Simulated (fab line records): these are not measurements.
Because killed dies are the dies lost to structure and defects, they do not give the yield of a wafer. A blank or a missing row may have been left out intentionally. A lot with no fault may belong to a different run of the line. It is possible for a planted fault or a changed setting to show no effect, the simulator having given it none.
fab line records	flow nandHarc
[record] lots = 7	wafers = 21	lastDay = 33
route steps=1302 shown P_ZERO_WELL@60 P_STI@69 END@1302
lots that met no fault: taken from a fault-free run of the same line
startH: hours from the record's opening day to when the first of the lot's shown wafers began	waitH: hours since the lot's step before	" the same as in the row above	L1.1+2: several wafers, shown together as one row	- value missing, or start not given	* or withheld: withheld	< > ~ a bound
route shown NAME@n: names a module that has steps shown in the file, with the first one's number in the route	usual: mean and standard deviation over wafers with no fault	same: alike in all rows	chamber/n: place in a boat	sites: the reading at each site	_std_site: the standard deviation of these	_edge_site: mean of outer sites minus mean of inner sites	radiusMm: how far each site lies from the wafer's centre	mask NAME#n: copy n	behind: the tool/chamber that last shaped the wafer	hold: why the lot was held/for how many hours/how that ended	device: names the non-switching transistor (n, p or np)	end of line: at the end of the route, the tests of the same wafers	a step given without rows: its recipe and nothing more	killed: count of dies lost to structure and defects at first sort (not the wafer's yield)	map: shows each die of a wafer: x if killed, . if not, _ if none is there
set.NAME: the run value of the setting; set.NAME@STEP: its run value at that earlier step	model.NAME: the simulator's own value behind a step, which no gauge read
a table for each step, a row for each wafer; lots at some steps of the route
services: when a tool's chamber went out of use (startH, in hours from the record's first day, below 0 if earlier), for how many hours, and the reason
[[steps]]
[step NHARC_P_ZERO_WELL_HARDBAKE_53]
[recipe] tempC = 125	timeS = 80
[step NHARC_P_ZERO_WELL_DESCUM_54]
[recipe] timeS = 3	o2FlowSccm = 200	arFlowSccm = 0	biasPowerW = 0	chemistry = O2
[usual] drypumpMotorCurrentA = 5.8/0.31	oesProductAu = 0.998/0.011	rfVppV = 57.7/0.89	showerheadPlenumPTorr = 1.92/0.089	throttleValvePct = 11.310/0.0093
[same] biasPowerW = 0
lot.wafer	tool	chamber	startH	waitH	drypumpMotorCurrentA	oesProductAu	rfHoursCounterH	rfVppV	showerheadPlenumPTorr	throttleValvePct
L933.2	rieDiel-02	0	36.04	-	5.6	0.994	47	57.6	1.86	11.309
L933.5	"	3	"	"	5.7	0.999	-	57.9	1.88	11.315
L933.6	"	0	"	"	5.6	1.010	-	58.6	1.86	11.311
L934.1	rieDiel-13	2	45.94	-	6.2	1.011	21	58.6	1.86	11.318
L934.5	"	3	"	"	6.5	1.001	-	57.5	1.98	11.323
L934.6	"	0	"	"	5.4	0.995	-	58.4	1.90	11.308
L935.3	rieDiel-13	0	55.92	-	5.4	0.991	24	58.7	1.90	11.314
L935.2	"	1	"	"	5.6	0.976	21	57.5	1.95	11.312
L935.4	"	2	"	"	6.3	1.001	23	57.2	1.86	11.323
L940.3	rieDiel-02	2	105.95	-	5.6	0.987	19	57.8	1.82	11.292
L940.4	"	3	"	"	5.6	1.001	18	56.0	1.87	11.325
L940.5	"	0	"	"	5.6	0.982	-	57.0	1.86	11.316
L946.1	rieDiel-02	2	166.61	-	5.6	1.008	36	56.3	1.82	11.316
L946.2	"	0	"	"	5.6	1.006	38	57.1	1.85	11.319
L946.5	"	2	"	"	5.6	0.993	-	56.8	1.82	11.297
L953.2	rieDiel-02	2	235.83	-	5.6	0.989	2	58.5	1.81	11.301
L953.1	"	1	"	"	6.1	1.007	2	58.2	2.06	11.309
L953.4	"	0	"	"	5.6	0.981	-	57.2	1.84	11.309
L954.4	rieDiel-03	2	246.39	-	6.1	1.003	30	56.4	1.79	11.317
L954.2	"	3	"	"	5.8	0.995	29	57.8	1.98	11.308
L954.6	"	2	"	"	6.1	1.009	-	57.5	1.79	11.319
[step NHARC_P_ZERO_WELL_IMPLANT_55]
[recipe] energyKev = 180	doseCm2 = 8e+11	tiltDeg = 7
[step NHARC_P_ZERO_WELL_IMPLANT_61]
[recipe] energyKev = 30	doseCm2 = 5e+11	tiltDeg = 7
[step NHARC_P_ZERO_WELL_STRIP_56]
[recipe] timeS = 840	tempC = 130	chemistry = SPM
[step NHARC_P_ZERO_WELL_PRECLEAN_68]
[recipe] timeS = 60	tempC = 50	bathAgeMin = 0	chemistry = SC1
[step NHARC_P_ZERO_WELL_SRD_69]
[step NHARC_P_ZERO_WELL_RTA_42]
[recipe] tempC = 1100	timeS = 300
[usual] lampPowerPct = 37/3.5	wafer_temp_C_max = 1104.3/0.91
lot.wafer	tool	chamber	startH	waitH	lampPowerPct	wafer_temp_C_max
L933.2	rtpAnneal-02	0	37.14	-	35	1102.8
L933.5	"	0	"	"	35	1103.0
L933.6	"	0	"	"	35	1103.6
L934.1	rtpAnneal-01	0	46.89	-	42	1105.6
L934.5	"	0	"	"	42	1103.6
L934.6	"	0	"	"	42	1104.7
L935.2	rtpAnneal-01	0	57.00	-	42	1102.9
L935.3	"	0	"	"	42	1103.9
L935.4	"	0	"	"	42	1105.2
L940.3	rtpAnneal-02	0	107.13	-	35	1102.7
L940.4	"	0	"	"	35	1106.5
L940.5	"	0	"	"	35	1104.1
L946.1	rtpAnneal-02	0	167.58	-	35	1105.7
L946.2	"	0	"	"	35	1102.1
L946.5	"	0	"	"	35	1103.3
L953.1	rtpAnneal-01	0	236.83	-	42	1103.7
L953.2	"	0	"	"	42	1106.3
L953.4	"	0	"	"	42	1103.9
L954.2	rtpAnneal-02	0	247.47	-	35	1104.8
L954.4	"	0	"	"	35	1105.3
L954.6	"	0	"	"	35	1104.8
[step NHARC_P_ZERO_WELL_INSPECT_43]
[usual] rawDefectCount = 12/5.3
lot.wafer	tool	chamber	startH	waitH	rawDefectCount
L933.2	defectInspect-02	-	37.73	0.5	10
L933.5	"	-	"	"	12
L933.6	"	-	"	"	12
L934.1	defectInspect-02	-	47.56	0.6	9
L934.5	"	-	"	"	10
L934.6	"	-	"	"	8
L935.2	defectInspect-02	-	57.57	0.5	17
L935.3	"	-	"	"	10
L935.4	"	-	"	"	8
L940.3	defectInspect-01	-	107.59	0.4	22
L940.4	"	-	"	"	9
L940.5	"	-	"	"	10
L946.1	defectInspect-02	-	168.24	0.6	15
L946.2	"	-	"	"	12
L946.5	"	-	"	"	13
L953.1	defectInspect-02	-	237.51	0.6	11
L953.2	"	-	"	"	7
L953.4	"	-	"	"	17
L954.2	defectInspect-01	-	248.04	0.5	5
L954.4	"	-	"	"	15
L954.6	"	-	"	"	5
[step NHARC_P_STI_ETCH_26]
[recipe] targetDepthA = 110	chemistry = dHF	material = SiO2
[step NHARC_P_STI_PRECLEAN_27]
[recipe] timeS = *	tempC = 50	bathAgeMin = 0	chemistry = SC1
[step NHARC_P_STI_SRD_28]
[step NHARC_P_STI_OXIDE_29]
[recipe] targetThkA = 100	tempC = 900	oxTimeS = 1362	material = SiO2
[usual] zonePowerCentrePct = 19.1/1.9
lot.wafer	tool	chamber	startH	waitH	zonePowerCentrePct
L933.2	furnace-07	0	44.53	-	18.1
L933.5	"	0	"	"	18.5
L933.6	"	0	"	"	18.1
L933.2	furnace-07	0	48.56	0.3	18.6
L933.5	"	0	"	"	18.4
L933.6	"	0	"	"	18.2
L934.1	furnace-04	0	52.00	-	22.6
L934.5	"	0	"	"	22.2
L934.6	"	0	"	"	22.4
L935.2	furnace-07	0	64.64	-	18.2
L935.3	"	0	"	"	18.5
L935.4	"	0	"	"	18.1
L935.2	furnace-07	0	72.62	4.3	18.5
L935.3	"	0	"	"	18.2
L935.4	"	0	"	"	18.0
L940.3	furnace-04	0	113.85	-	22.1
L940.4	"	0	"	"	22.6
L940.5	"	0	"	"	22.4
L940.3	furnace-04	0	117.88	0.3	22.6
L940.4	"	0	"	"	22.4
L940.5	"	0	"	"	22.0
L946.1	furnace-07	0	172.51	-	18.6
L946.2	"	0	"	"	18.2
L946.5	"	0	"	"	18.0
L953.1	furnace-01	0	242.32	-	17.6
L953.2	"	0	"	"	17.6
L953.4	"	0	"	"	17.7
L954.2	furnace-07	0	251.72	-	18.3
L954.4	"	0	"	"	18.7
L954.6	"	0	"	"	18.3
[step NHARC_P_STI_HM_DEP_30]
[recipe] targetThkA = 800	tempC = 790	pressureMtorr = 300	timeS = 873	material = Si3N4
[step NHARC_END_SORT_01]
[recipe] tempC = 25
[usual] killedAtArray = 55/22	killedAtOther = 0.9/1.2	killedAtPeriphery = 3.6/2.3	killedDies = 60/22	killedOpen = 3.2/1.9	killedShort = 2.5/1.6
[same] grossDies = 677
lot.wafer	tool	chamber	startH	waitH	killedAtArray	killedAtOther	killedAtPeriphery	killedDies	killedOpen	killedShort
L933.2	prober-02	0	570.80	2.8	44	0	4	48	5	2
L933.5	prober-02	0	573.22	3.7	41	0	6	47	6	4
L933.6	prober-02	0	574.03	4.0	47	1	3	51	1	3
L934.1	prober-01	0	578.89	2.5	44	1	7	52	0	1
L934.5	prober-01	0	582.08	3.7	39	0	6	45	4	1
L934.6	prober-01	0	582.88	4.0	29	0	6	35	5	1
L935.2	prober-01	0	590.07	2.8	22	0	4	26	3	3
L935.3	prober-01	0	590.86	3.1	28	1	5	34	7	4
L935.4	prober-01	0	591.65	3.4	30	0	7	37	4	3
L946.1	prober-01	0	703.33	2.5	48	0	4	52	5	5
L946.2	prober-01	0	704.12	2.8	35	0	7	42	3	2
L946.5	prober-01	0	706.52	3.7	49	0	1	50	5	4
// killed by level:class
L933.2 A_SLIT:chamberFilmFlake=24 A_CONTACT:chamberFilmFlake=8 A_CHANNEL_HOLE_D2:chamberFilmFlake=3 P_M1:chamberFilmFlake=2 A_STAIRCASE:chamberFilmFlake=2 P_M1:geometricParticle:open=1 P_M2:geometricParticle:open=1 A_ONON_D1:geometricParticle:short=1
L933.5 A_SLIT:chamberFilmFlake=15 A_CONTACT:chamberFilmFlake=7 A_CHANNEL_HOLE_D2:chamberFilmFlake=6 A_WL_FILL:chamberFilmFlake=3 P_ZERO_WELL:chamberFilmFlake=2 P_M1:chamberFilmFlake=2 A_CHANNEL_HOLE_D1:chamberFilmFlake=2 P_M0:geometricParticle:short=1
L933.6 A_SLIT:chamberFilmFlake=25 A_CHANNEL_HOLE_D2:chamberFilmFlake=8 A_CONTACT:chamberFilmFlake=7 A_CHANNEL_HOLE_D1:chamberFilmFlake=3 P_STI:geometricParticle:short=1 P_CONTACT:geometricParticle:short=1 P_M0:geometricParticle:open=1 STARTING-WAFER:geometricParticle:short=1
L934.1 A_SLIT:chamberFilmFlake=20 A_CHANNEL_HOLE_D2:chamberFilmFlake=12 P_BONDPAD:chamberFilmFlake=5 A_CONTACT:chamberFilmFlake=5 A_CHANNEL_HOLE_D1:chamberFilmFlake=2 P_ZERO_WELL:chamberFilmFlake=1 P_GATE:chamberFilmFlake=1 STARTING-WAFER:geometricParticle:short=1
L934.5 A_SLIT:chamberFilmFlake=21 A_CHANNEL_HOLE_D2:chamberFilmFlake=9 A_ZERO_WELL:chamberFilmFlake=2 A_CHANNEL_HOLE_D1:chamberFilmFlake=2 P_CONTACT:geometricParticle:open=1 P_M0:geometricParticle:open=1 P_M1:geometricParticle:open=1 A_CHANNEL_HOLE_D2:geometricParticle:open=1
L934.6 A_SLIT:chamberFilmFlake=14 A_CHANNEL_HOLE_D2:chamberFilmFlake=6 P_CONTACT:geometricParticle:open=3 P_BONDPAD:chamberFilmFlake=3 A_CONTACT:chamberFilmFlake=3 A_STAIRCASE:chamberFilmFlake=2 A_CHANNEL_FILL_D2:geometricParticle:open=1 A_BLC:geometricParticle:open=1
L935.2 A_CHANNEL_HOLE_D2:chamberFilmFlake=10 P_GATE:chamberFilmFlake=3 A_CHANNEL_HOLE_D1:chamberFilmFlake=2 A_BLC:chamberFilmFlake=2 P_CONTACT:geometricParticle:open=1 A_CHANNEL_HOLE_D1:geometricParticle:short=1 A_CHANNEL_HOLE_D2:geometricParticle:open=1 A_CHANNEL_FILL_D2:geometricParticle:short=1
L935.3 A_CHANNEL_HOLE_D2:chamberFilmFlake=11 A_CONTACT:geometricParticle:open=3 P_GATE:chamberFilmFlake=3 A_CHANNEL_HOLE_D1:chamberFilmFlake=3 A_CHANNEL_FILL_D1:chamberFilmFlake=2 A_STAIRCASE:chamberFilmFlake=2 P_GATE:geometricParticle:open=1 P_M0:geometricParticle:open=1
L935.4 A_CHANNEL_HOLE_D2:chamberFilmFlake=11 P_GATE:chamberFilmFlake=6 A_STAIRCASE:chamberFilmFlake=3 A_CHANNEL_HOLE_D1:chamberFilmFlake=2 A_CHANNEL_FILL_D1:chamberFilmFlake=2 A_CONTACT:chamberFilmFlake=2 P_M2:geometricParticle:short=1 A_CHANNEL_FILL_D1:geometricParticle:open=1
L946.1 A_CHANNEL_HOLE_D2:chamberFilmFlake=21 A_CHANNEL_HOLE_D1:chamberFilmFlake=8 A_ZERO_WELL:chamberFilmFlake=3 A_ONON_D2:geometricParticle:open=2 A_CHANNEL_FILL_D2:geometricParticle:short=2 A_WL_FILL:geometricParticle:open=2 A_STAIRCASE:chamberFilmFlake=2 A_WL_FILL:chamberFilmFlake=2
L946.2 A_CHANNEL_HOLE_D2:chamberFilmFlake=13 A_CHANNEL_HOLE_D1:chamberFilmFlake=7 A_SLIT:chamberFilmFlake=4 P_CONTACT:chamberFilmFlake=3 A_CONTACT:chamberFilmFlake=2 P_BONDPAD:chamberFilmFlake=2 A_DECK1_JOINT:chamberFilmFlake=2 A_STAIRCASE:chamberFilmFlake=2
L946.5 A_CHANNEL_HOLE_D2:chamberFilmFlake=14 A_CHANNEL_HOLE_D1:chamberFilmFlake=8 A_CONTACT:chamberFilmFlake=4 A_SLIT:chamberFilmFlake=4 A_BLC:chamberFilmFlake=4 A_CHANNEL_FILL_D2:geometricParticle:open=2 A_CHANNEL_FILL_D2:geometricParticle:short=2 A_ZERO_WELL:chamberFilmFlake=2
[[services]]
tool	chamber	startH	hours	kind
furnace-04	-	12.67	8.4	repair
rieDiel-02	0	18.75	-	clean
rieDiel-02	1	18.75	-	clean
rieDiel-02	2	18.75	-	clean
rieDiel-02	3	18.75	-	clean
rieDiel-02	-	25.77	0.3	repair
furnace-04	-	26.00	26.0	pm
rieDiel-02	-	26.46	0.1	repair
rieDiel-02	1	30.51	18.0	repair
rieDiel-03	-	37.32	2.5	repair
rieDiel-02	-	39.81	9.0	pm
rieDiel-03	2	50.64	8.7	repair
rieDiel-13	3	80.01	13.7	repair
rieDiel-02	1	86.64	2.2	repair
rieDiel-02	3	137.90	3.8	repair
rieDiel-02	3	142.98	4.2	repair
rieDiel-03	2	154.62	9.7	repair
rieDiel-03	-	160.34	9.0	pm
rieDiel-13	-	165.67	9.0	pm
rieDiel-03	0	192.77	6.0	repair
rieDiel-02	1	204.14	16.0	repair
furnace-01	-	206.65	26.0	pm
rieDiel-02	-	216.81	9.0	pm
rieDiel-03	3	233.18	4.3	repair
[[key]]
[firstSign] step = NHARC_P_STI_OXIDE_29	reading = visit	direction = added
effect none on later readings
metAt NHARC_P_STI_OXIDE_29
struckWafers L933.2,L933.5,L933.6,L935.2,L935.3,L935.4,L940.3,L940.4,L940.5
testerLeftOut L933,L935,L940
[fault] kind = repeatedStepWhole	tool = furnace-01,furnace-04,furnace-07	chamber = -	onsetH = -	steps = NHARC_P_STI_OXIDE_29	times = 1	scope = struckLotsOnly
// testerLeftOut: of these lots the tester's yield and bins aren't shown, on N5 and GAA mostly nor the transistor test; their killed dies are dies lost to structure and defects alone, not to doping, threshold or leakage, so they don't give the yield
